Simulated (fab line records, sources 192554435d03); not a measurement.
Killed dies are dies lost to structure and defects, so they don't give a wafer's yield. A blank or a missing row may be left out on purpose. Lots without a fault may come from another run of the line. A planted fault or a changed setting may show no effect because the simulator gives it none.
Which tool did it? | flow n5_finfet | 9 lots, 27 wafers sampled, at 6 steps of a route of 1938

WHAT THE GAUGES READ, wafer by wafer
N5_BEOL_M0_SAQP_CD_MEAS_40: target cd 30 nm. Usual: cd_nm 29.95 nm, standard deviation 0.22.
lot  | measured     | on        | cd_nm (nm)        | flag
L662 | day 5 19:04  | cd_sem-02 | 30.10 29.80 30.50 |
L666 | day 6 16:49  | cd_sem-03 | 30.06 30.28 29.92 |
L667 | day 7 03:35  | cd_sem-01 | 29.97 30.17 30.31 |
L670 | day 7 18:32  | cd_sem-03 | 29.52 29.70 30.07 |
L675 | day 9 02:05  | cd_sem-03 | 30.17 30.02 29.73 |
L679 | day 10 00:04 | cd_sem-03 | 29.94 29.53 29.93 |
L681 | day 10 10:26 | cd_sem-01 | 29.88 30.02 30.23 |
L682 | day 10 17:37 | cd_sem-02 | 29.68 29.96 29.99 |
L685 | day 11 12:43 | cd_sem-03 | 29.98 29.57 29.83 |

N5_BEOL_M0_SAQP_OVL_MEAS_41. Usual: M0_CUT1_OVL 0.0 nm, standard deviation 0.76.
lot  | measured     | on         | M0_CUT1_OVL (nm) | flag
L662 | day 5 19:07  | overlay-01 | 1.5 -0.2 0.9     |
L666 | day 6 16:52  | overlay-01 | -0.3 -0.4 -0.3   |
L667 | day 7 03:37  | overlay-01 | -0.3 0.3 0.3     |
L670 | day 7 18:34  | overlay-01 | -0.3 0.3 -0.7    |
L675 | day 9 02:07  | overlay-02 | -0.4 1.2 0.0     |
L679 | day 10 00:05 | overlay-01 | -1.6 0.1 -1.0    |
L681 | day 10 10:28 | overlay-01 | -1.6 -0.1 -0.3   |
L682 | day 10 17:38 | overlay-02 | 0.7 0.7 -0.5     |
L685 | day 11 12:45 | overlay-01 | -0.2 -0.2 0.6    |

N5_BEOL_M0_CUTY_INSPECT_59: inspects for defects (macro). Usual: raw_defect_count 2.1, standard deviation 1.3.
lot  | measured     | on                | raw_defect_count | flag
L662 | day 5 20:47  | defect_inspect-02 | 5 3 3            |
L666 | day 6 18:22  | defect_inspect-01 | 3 1 2            |
L667 | day 7 05:18  | defect_inspect-01 | 2 3 1            |
L670 | day 7 20:01  | defect_inspect-01 | 2 1 2            |
L675 | day 9 03:28  | defect_inspect-01 | 290 295 264      | OFF
L679 | day 10 02:09 | defect_inspect-01 | 277 260 275      | OFF
L681 | day 10 11:57 | defect_inspect-01 | 1 1 4            |
L682 | day 10 19:55 | defect_inspect-01 | 3 1 2            |
L685 | day 11 14:26 | defect_inspect-02 | 2 3 2            |

N5_BEOL_M4_RC_MEAS_101. Usual: DIBL_N 36.5 mV/V, standard deviation 1.4; DIBL_P 36.5 mV/V, standard deviation 1.6; IOFF_N 0.163 nA/um, standard deviation 0.022; IOFF_P 0.219 nA/um, standard deviation 0.029; ION_N 675 uA/um, standard deviation 8.3; ION_P 464 uA/um, standard deviation 6.2; SS_N 71.5 mV/dec, standard deviation 0.52; SS_P 73.4 mV/dec, standard deviation 0.57; VT_N 249.7 mV, standard deviation 2.6; VT_P -250 mV, standard deviation 3.
lot  | measured     | on        | DIBL_N (mV/V)  | DIBL_P (mV/V)  | IOFF_N (nA/um)    | IOFF_P (nA/um)    | ION_N (uA/um) | ION_P (uA/um) | SS_N (mV/dec)  | SS_P (mV/dec)  | VT_N (mV)         | VT_P (mV)      | flag
L662 | day 7 20:59  | prober-02 | 35.8 38.3 36.7 | 35.3 37.5 37.0 | 0.140 0.177 0.152 | 0.185 0.224 0.201 | 661 671 670   | 459 462 465   | 71.2 72.1 71.2 | 72.5 73.1 72.9 | 250.8 248.6 249.0 | -250 -247 -249 |
L666 | day 9 19:38  | prober-02 | 38.0 37.2 37.7 | 38.5 37.4 38.7 | 0.187 0.190 0.194 | 0.234 0.208 0.236 | 682 691 687   | 462 466 461   | 72.1 72.5 72.0 | 74.0 72.4 73.9 | 247.6 245.4 246.8 | -249 -251 -251 |
L667 | day 9 09:45  | prober-02 | 35.2 37.9 36.1 | 34.1 36.5 35.4 | 0.142 0.191 0.153 | 0.178 0.215 0.193 | 667 691 671   | 462 463 459   | 71.2 72.1 71.2 | 73.3 73.6 73.2 | 253.4 248.8 251.1 | -255 -253 -253 |
L670 | day 9 22:42  | prober-01 | 33.8 36.2 35.3 | 32.7 35.5 34.8 | 0.120 0.155 0.140 | 0.196 0.244 0.230 | 666 671 676   | 468 464 472   | 71.6 71.3 71.5 | 72.4 73.1 72.8 | 251.9 249.2 250.8 | -247 -247 -248 |
L675 | day 11 06:36 | prober-01 | 34.8 35.3 36.8 | 35.5 36.7 38.5 | 0.147 0.165 0.186 | 0.234 0.258 0.295 | 664 683 668   | 466 474 473   | 71.8 72.0 73.2 | 73.1 73.3 73.8 | 249.3 247.6 245.2 | -247 -245 -242 |
L679 | day 12 07:55 | prober-02 | 37.0 37.5 37.3 | 38.0 37.7 37.9 | 0.185 0.187 0.180 | 0.256 0.247 0.249 | 686 677 680   | 470 460 467   | 71.1 72.3 71.8 | 73.8 73.7 73.4 | 248.4 250.2 248.8 | -249 -247 -246 |
L681 | day 12 21:46 | prober-02 | 37.2 37.7 38.3 | 37.0 38.1 38.3 | 0.176 0.195 0.203 | 0.219 0.232 0.244 | 682 694 682   | 461 469 465   | 71.7 71.5 71.7 | 73.5 73.2 73.7 | 249.3 247.1 246.3 | -250 -251 -250 |
L682 | day 13 02:41 | prober-02 | 38.5 38.7 38.1 | 38.0 37.9 37.6 | 0.175 0.184 0.174 | 0.240 0.244 0.248 | 681 666 685   | 464 460 471   | 71.3 71.4 71.4 | 74.3 74.3 74.0 | 250.5 248.6 247.6 | -247 -248 -247 |
L685 | day 14 04:43 | prober-02 | 36.6 37.2 34.9 | 35.7 36.7 33.8 | 0.149 0.164 0.132 | 0.218 0.243 0.196 | 661 665 667   | 460 458 467   | 71.8 72.8 71.7 | 73.4 73.9 72.7 | 251.6 250.0 254.0 | -250 -248 -251 |

WHICH TOOL RAN EACH LOT (tool, then ch and the chambers of the sampled wafers, then the start)
lot  | N5_BEOL_M0_SAQP_RECESS_109         | N5_BEOL_M0_SAQP_STRIP_75
L662 | vapor_etch-01 ch 0,1, day 5 17:53  | rie_diel-03 ch 1,3, day 5 20:20
L666 | vapor_etch-01 ch 0,1, day 6 15:29  | rie_diel-03 ch 2,3, day 6 18:02
L667 | vapor_etch-02 ch 0,1, day 6 22:02  | rie_diel-03 ch 1,2,3, day 7 04:59
L670 | vapor_etch-02 ch 1, day 7 17:14    | rie_diel-03 ch 1,3, day 7 19:34
L675 | vapor_etch-01 ch 0,1, day 9 00:49  | rie_diel-03 ch 2,3, day 9 03:09
L679 | vapor_etch-01 ch 1, day 9 22:31    | rie_diel-03 ch 0,1,2, day 10 01:43
L681 | vapor_etch-01 ch 0,1, day 10 09:05 | rie_diel-06 ch 0,1,2, day 10 11:38
L682 | vapor_etch-02 ch 0,1, day 10 16:08 | rie_diel-06 ch 1,2,3, day 10 19:35
L685 | vapor_etch-02 ch 0,1, day 11 11:31 | rie_diel-06 ch 0,1,3, day 11 13:59
- N5_BEOL_M0_SAQP_RECESS_109: chemistry HF/NH3, target SiO2, target depth 3 nm, afs cycles 1, sublimation time 60 s.
- N5_BEOL_M0_SAQP_STRIP_75: strips in CF4.

WHAT THE TOOLS THEMSELVES READ (means of the sampled wafers that have a number; where no wafer has one, the mark that the record gives instead)
N5_BEOL_M0_SAQP_RECESS_109. Usual: drypump_motor_current_A 6.1 A, standard deviation 0.34; sublimation_temp_c 180.01 C, standard deviation 0.15.
lot  | tool          | drypump_motor_current_A (A) | sublimation_temp_c (C) | flag
L662 | vapor_etch-01 | 6.2                         | 180.19                 |
L666 | vapor_etch-01 | 6.1                         | 179.92                 |
L667 | vapor_etch-02 | 6.2                         | 180.01                 |
L670 | vapor_etch-02 | 5.9                         | 180.05                 |
L675 | vapor_etch-01 | 5.8                         | 180.19                 |
L679 | vapor_etch-01 | 6.4                         | 180.13                 |
L681 | vapor_etch-01 | 5.8                         | 180.00                 |
L682 | vapor_etch-02 | 6.2                         | 179.94                 |
L685 | vapor_etch-02 | 6.1                         | 180.11                 |

N5_BEOL_M0_SAQP_STRIP_75. Usual: bias_power_w 74.95 W, standard deviation 0.24; drypump_motor_current_A 5.9 A, standard deviation 0.35; oes_product_au 0.186 a.u., standard deviation 0.019; rf_vpp_V 271.5 V, standard deviation 1.3; showerhead_plenum_p_Torr 1.81 Torr, standard deviation 0.048; throttle_valve_pct 13.5 %, standard deviation 0.35.
lot  | tool        | bias_power_w (W) | drypump_motor_current_A (A) | oes_product_au (a.u.) | rf_vpp_V (V) | showerhead_plenum_p_Torr (Torr) | throttle_valve_pct (%) | flag
L662 | rie_diel-03 | 74.78            | 6.2                         | 0.178                 | 273.1        | 1.87                            | 13.8                   |
L666 | rie_diel-03 | 74.98            | 6.3                         | 0.194                 | 271.4        | 1.84                            | 13.5                   |
L667 | rie_diel-03 | 74.73            | 6.2                         | 0.189                 | 272.4        | 1.84                            | 13.6                   |
L670 | rie_diel-03 | 74.88            | 6.2                         | 0.174                 | 272.7        | 1.87                            | 13.7                   |
L675 | rie_diel-03 | 75.05            | 6.3                         | 0.199                 | 270.4        | 1.80                            | 13.4                   |
L679 | rie_diel-03 | 74.94            | 6.0                         | 0.192                 | 271.7        | 1.79                            | 13.4                   |
L681 | rie_diel-06 | 75.04            | 5.6                         | 0.171                 | 271.1        | 1.81                            | 13.9                   |
L682 | rie_diel-06 | 75.13            | 5.6                         | 0.188                 | 271.6        | 1.81                            | 13.7                   |
L685 | rie_diel-06 | 75.12            | 5.8                         | 0.172                 | 270.7        | 1.81                            | 13.7                   |

THE ANSWER, worked out from the rows above alone
Rule: a lot is off if the mean of its wafers that have a number lies more than 3 standard deviations from the usual mean. A lot without any number at a reading at which 4 lots or more have one is off too. The other lots that the step has rows for count as sound. The gauges are gone through in route order, then the tools' own readings, and for those a lot's mean is taken as printed above. The first step at which some lot is off is used, and at that step the reading that is off furthest; a lot without a number counts as furthest.
Off: L675, L679, at N5_BEOL_M0_CUTY_INSPECT_59 (raw_defect_count).
A tool fits if, at a process step before that reading, it ran every lot that is off, and no sound lot after the first of them. The gauges at N5_BEOL_M0_CUTY_INSPECT_59 are tried like those tools. One fits: rie_diel-03 at N5_BEOL_M0_SAQP_STRIP_75. Its last sound lot is L670 (day 7 19:34), its first lot that is off L675 (day 9 03:09): a fault that began between those two fits.

WHAT THE SIMULATOR HAD PUT IN
Chamber particle source: rie_diel-03, from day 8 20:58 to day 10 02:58, at N5_BEOL_M0_SAQP_STRIP_75. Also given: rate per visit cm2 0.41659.
Lots struck among those shown: L675, L679. The rule above found the same.
